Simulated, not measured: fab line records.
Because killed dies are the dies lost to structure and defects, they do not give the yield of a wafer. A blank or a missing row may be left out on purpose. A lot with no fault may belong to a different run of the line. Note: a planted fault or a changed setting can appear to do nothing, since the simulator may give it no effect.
Split-lot study + flow n5 finfet + 7 lots, 39 wafers read, on a route of 1938 steps

== THE SPLIT ITSELF ==
At N5_BEOL_M0_SAQP_PECVD_97 (deposits SiNx from SiH4/NH3/N2, target thk 23 nm, time 19.9 s), the setting time s was moved away from the recipe's 19.9 s on 18 of the 39 wafers read, by -22.5% to +59.5%. For the rest of the wafers, this setting stayed at what the recipe calls for.

The reading is taken at the split's own step.

== THE READING ==
SiNx_of_BEOL_M0_SAQP_PECVD_97.thk nm (the simulator's own value, which no gauge read), in nm, at N5_BEOL_M0_SAQP_PECVD_97 (deposits SiNx from SiH4/NH3/N2, target thk 23 nm, time 19.9 s). The file does not state a usual value for it. Across the 21 wafers here that went through the recipe, the average is 23.1 nm and the standard deviation 0.3 nm.

| wafer  | tool, chamber at the split | time s as run, s | against the recipe | SiNx_of_BEOL_M0_SAQP_PECVD_97.thk nm, nm | against lot-mates on the recipe |
|--------|----------------------------|------------------|--------------------|------------------------------------------|---------------------------------|
| L074.1 | pecvd-01, 1                | 19.9             | recipe             | 22.6                                     | -                               |
| L074.2 | pecvd-01, 2                | 16.8             | -15.6%             | 19.2                                     | -3.8                            |
| L074.3 | pecvd-01, 0                | 16.8             | -15.6%             | 19.4                                     | -3.6                            |
| L074.4 | pecvd-01, 1                | 19.9             | recipe             | 23                                       | -                               |
| L074.5 | pecvd-01, 2                | 19.9             | recipe             | 23.4                                     | -                               |
| L074.6 | pecvd-01, 0                | 16.8             | -15.6%             | 19.8                                     | -3.2                            |
| L076.1 | pecvd-04, 1                | 29.5             | +48.2%             | 34.2                                     | +11.1                           |
| L076.2 | pecvd-04, 2                | 19.9             | recipe             | 22.8                                     | -                               |
| L076.3 | pecvd-04, 0                | 29.5             | +48.2%             | 34                                       | +10.9                           |
| L076.4 | pecvd-04, 0,2              | 19.9             | recipe             | 23.2                                     | -                               |
| L076.6 | pecvd-04, 0,2              | 19.9             | recipe             | 23.2                                     | -                               |
| L076.5 | pecvd-04, 1                | 29.5             | +48.2%             | 34.8                                     | +11.7                           |
| L078.1 | pecvd-04, 1                | 19.9             | recipe             | 23                                       | -                               |
| L078.2 | pecvd-04, 1                | 23.65            | +18.8%             | 27.8                                     | +4.5                            |
| L078.6 | pecvd-04, 1                | 23.65            | +18.8%             | 27.8                                     | +4.5                            |
| L078.3 | pecvd-04, 1                | 19.9             | recipe             | 23.4                                     | -                               |
| L078.5 | pecvd-04, 1                | 19.9             | recipe             | 23.4                                     | -                               |
| L078.4 | pecvd-04, 1                | 23.65            | +18.8%             | 27.4                                     | +4.1                            |
| L095.1 | pecvd-03, 2                | 19.9             | recipe             | 22.6                                     | -                               |
| L095.2 | pecvd-03, 1,2              | 19.9             | recipe             | 23                                       | -                               |
| L095.5 | pecvd-03, 1,2              | 19.9             | recipe             | 23                                       | -                               |
| L095.3 | pecvd-03, 0                | 31.75            | +59.5%             | 36.4                                     | +13.5                           |
| L095.4 | pecvd-03, 0                | 31.75            | +59.5%             | 37                                       | +14.1                           |
| L095.6 | pecvd-03, 1                | 31.75            | +59.5%             | 37.2                                     | +14.3                           |
| L092.1 | pecvd-03, 0,2              | 19.9             | recipe             | 22.8                                     | -                               |
| L092.3 | pecvd-03, 0,2              | 19.9             | recipe             | 22.8                                     | -                               |
| L092.2 | pecvd-03, 1                | 15.43            | -22.5%             | 17.6                                     | -5.3                            |
| L092.4 | pecvd-03, 2                | 19.9             | recipe             | 23                                       | -                               |
| L092.5 | pecvd-03, 1,0              | 15.43            | -22.5%             | 18.2                                     | -4.7                            |
| L092.6 | pecvd-03, 1,0              | 15.43            | -22.5%             | 18.2                                     | -4.7                            |
| L086.1 | pecvd-01, 0,1              | 24.57            | +23.5%             | 28.6                                     | +5.2                            |
| L086.6 | pecvd-01, 0,1              | 24.57            | +23.5%             | 28.6                                     | +5.2                            |
| L086.2 | pecvd-01, 1                | 19.9             | recipe             | 23                                       | -                               |
| L086.3 | pecvd-01, 0                | 19.9             | recipe             | 23.8                                     | -                               |
| L086.4 | pecvd-01, 1                | 19.9             | recipe             | 23.4                                     | -                               |
| L086.5 | pecvd-01, 0                | 24.57            | +23.5%             | 28.8                                     | +5.4                            |
| L097.1 | pecvd-01, 0                | 19.9             | recipe             | 23                                       | -                               |
| L097.3 | pecvd-01, 2                | 19.9             | recipe             | 22.8                                     | -                               |
| L097.6 | pecvd-01, 0                | 19.9             | recipe             | 23.4                                     | -                               |
If several chambers appear in one row, that row covers several wafers at once and the file leaves open which wafer was in which chamber.

THE FIT
A straight line over all 39 wafers: SiNx_of_BEOL_M0_SAQP_PECVD_97.thk nm changes by +0.232 nm for each +1% of time s; r = +1.00; the points scatter about the line by 0.3 nm.
The same after taking each lot's own level away (the mean of its wafers on the recipe; 39 wafers): +0.232 nm for each +1%; r = +1.00; scatter 0.28 nm.
According to that fit, moving time s by its largest amount changes the reading by 14 nm.
The span of the lots' own levels, 22.87 to 23.40 nm, comes to 1.8 times the standard deviation stated above.
The two slopes agree, so the slope changes little with the lot-to-lot level.
Check: for one of the wafers moved furthest among these (+59.5%), held out of the fit, the line's prediction against its lot-mates is +13.9 nm. It came out at +13.5 nm against them.

== FURTHER SPLITS ON THESE WAFERS ==
These wafers also went through other splits before the reading. Each is held against what the fit with the lots' levels taken away leaves over:
| other split on the same wafers    | wafers away from the commonest value | r with SiNx_of_BEOL_M0_SAQP_PECVD_97.thk nm (lot level and that fit taken away) |
|-----------------------------------|--------------------------------------|---------------------------------------------------------------------------------|
| N5_FIN_SAQP_HM_DEP_03 time s      | 15                                   | +0.33                                                                           |
| N5_DUMMY_GATE_ALD_02 target thk a | 15                                   | +0.00                                                                           |

== THE FILE'S OWN FIT ==
SiNx_of_BEOL_M0_SAQP_PECVD_97.thk nm changes by +0.232 nm for each +1% of time s, r = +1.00.
